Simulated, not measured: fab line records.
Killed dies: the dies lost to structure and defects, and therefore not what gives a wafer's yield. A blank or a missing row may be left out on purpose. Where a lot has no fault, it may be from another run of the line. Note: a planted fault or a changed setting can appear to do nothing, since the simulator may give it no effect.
Matching of chambers | flow n5-finfet | N5_MOL_CONTACT_COAG_ALD_133 on ald-sin-04 has 4 sister chambers
The step deposits SiO2, target thk 5 nm, pulse time 1 s, co reactant pulse time 1 s. 18 wafers are shown with their chamber, then 9 later ones without.

## WAFERS PAIRED WITH THEIR CHAMBERS
wafer  | chamber | heater-power-w (W) | precursor-pulse-height-rel
L074.1 | 3       | 96                 | 1.008
L074.2 | 0       | 77                 | 0.994
L074.3 | 2       | 72                 | 0.983
L076.1 | 0       | 76                 | 1.000
L076.2 | 3       | 94                 | 1.008
L076.6 | 2       | 71                 | 1.010
L078.2 | 0       | 77                 | 0.992
L078.4 | 1       | 84                 | 1.012
L078.5 | 0       | 76                 | 1.002
L083.1 | 1       | 84                 | 0.995
L083.2 | 2       | 72                 | 0.995
L083.4 | 3       | 94                 | 1.000
L087.2 | 0       | 76                 | 0.976
L087.5 | 2       | 72                 | 1.009
L087.6 | 3       | 97                 | 0.962
L088.2 | 0       | 77                 | 0.981
L088.3 | 1       | 84                 | 0.998
L088.6 | 1       | 82                 | 1.010

SIGNATURES (averages over the wafers above)
reading                    | chamber 0 | chamber 1 | chamber 2 | chamber 3 | scatter within a chamber
heater-power-w             | 76.50     | 83.50     | 71.75     | 95.25     | 0.926
precursor-pulse-height-rel | 0.99083   | 1.00375   | 0.99925   | 0.99450   | 0.0139
Rule: a wafer lies at a distance from a chamber equal to the root of the sum of squares, over the readings, of (its reading less the chamber's mean, divided by the reading's scatter). The wafer belongs to the nearest chamber; if the next one is less than 2 further off, it can't be placed. The scatter: the root of (the sum of the squares of (reading less its chamber's mean) over the shown wafers, divided by (wafers less chambers)).

## WAFERS WHOSE CHAMBER IS MISSING
wafer  | heater-power-w (W) | precursor-pulse-height-rel
L090.1 | 76                 | 0.990
L090.3 | 97                 | 1.012
L090.4 | 71                 | 1.000
L094.2 | 77                 | 1.018
L094.4 | 69                 | 0.979
L094.6 | 75                 | 0.986
L096.1 | 70                 | 0.992
L096.2 | 86                 | 0.992
L096.6 | 93                 | 1.026

## WHICH CHAMBER EACH ONE RAN IN
wafer  | from the rows above     | in truth
L090.1 | 0                       | 0
L090.3 | 3                       | 3
L090.4 | 2                       | 2
L094.2 | 0                       | 0
L094.4 | 2                       | 2
L094.6 | can't be placed: 0 or 2 | 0
L096.1 | 2                       | 2
L096.2 | 1                       | 1
L096.6 | 3                       | 3
Placed correctly: 8 of 9. Cannot be placed on the basis of these rows: 1; the candidates contain the true chamber in 1. Wrongly placed: 0.
